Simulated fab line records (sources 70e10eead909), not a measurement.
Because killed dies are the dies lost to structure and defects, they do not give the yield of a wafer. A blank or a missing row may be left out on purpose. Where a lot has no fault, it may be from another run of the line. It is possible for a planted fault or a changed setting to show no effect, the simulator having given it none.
Chamber matching | flow nand harc | cmp-03 running NHARC_P_M2_CMP_23: 4 sister chambers
The step polishes, t overpolish 20 s, target thk 144.3 nm. 8 wafers are shown with their chamber, then 9 later ones without.

## WAFERS WITH THEIR CHAMBER
wafer  | chamber | motor current A (A) | time to endpoint s (s)
L082.3 | 3       | 11.2                | 29.3
L082.6 | 1       | 11.4                | 33.1
L086.2 | 2       | 11.6                | 28.9
L086.3 | 1       | 12.5                | 32.0
L086.4 | 0       | 11.2                | 24.3
L087.1 | 0       | 11.3                | 29.4
L087.2 | 3       | 11.6                | 31.4
L087.3 | 2       | 11.9                | 30.3

## WAFERS WITH NO CHAMBER GIVEN
wafer  | motor current A (A) | time to endpoint s (s)
L089.2 | 11.8                | 29.8
L089.4 | 11.2                | 23.2
L089.5 | 12.4                | 29.3
L088.2 | 12.1                | 31.6
L088.3 | 11.9                | 30.7
L088.6 | 11.8                | 26.4
L095.1 | 12.1                | 30.0
L095.4 | 11.6                | 29.8
L095.6 | 12.0                | 29.4

## WHICH CHAMBER EACH WENT THROUGH
wafer  | from the rows above               | in truth
L089.2 | can't be placed: 2 or 3 or 1 or 0 | 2
L089.4 | can't be placed: 0 or 2 or 3      | 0
L089.5 | can't be placed: 2 or 1 or 3 or 0 | 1
L088.2 | can't be placed: 1 or 2 or 3      | 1
L088.3 | can't be placed: 2 or 1 or 3 or 0 | 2
L088.6 | can't be placed: 0 or 2 or 3 or 1 | 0
L095.1 | can't be placed: 2 or 1 or 3 or 0 | 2
L095.4 | can't be placed: 2 or 3 or 1 or 0 | 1
L095.6 | can't be placed: 2 or 3 or 1 or 0 | 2
Correctly placed: 0 of 9. Can't be placed from these rows: 9 (the true chamber is among the candidates in 9). 0 placed wrongly.
How it was worked out, from the rows above alone: a wafer's distance from a chamber is the root of the sum, over the readings, of the square of ((its reading less the chamber's mean) divided by the reading's scatter). The wafer belongs to the nearest chamber; if the next one is less than 2 further off, it can't be placed. A chamber's mean is the mean of its shown wafers. The scatter is the square root of a quotient: the sum, over the shown wafers, of each reading's squared deviation from its chamber's mean, divided by wafers minus chambers.
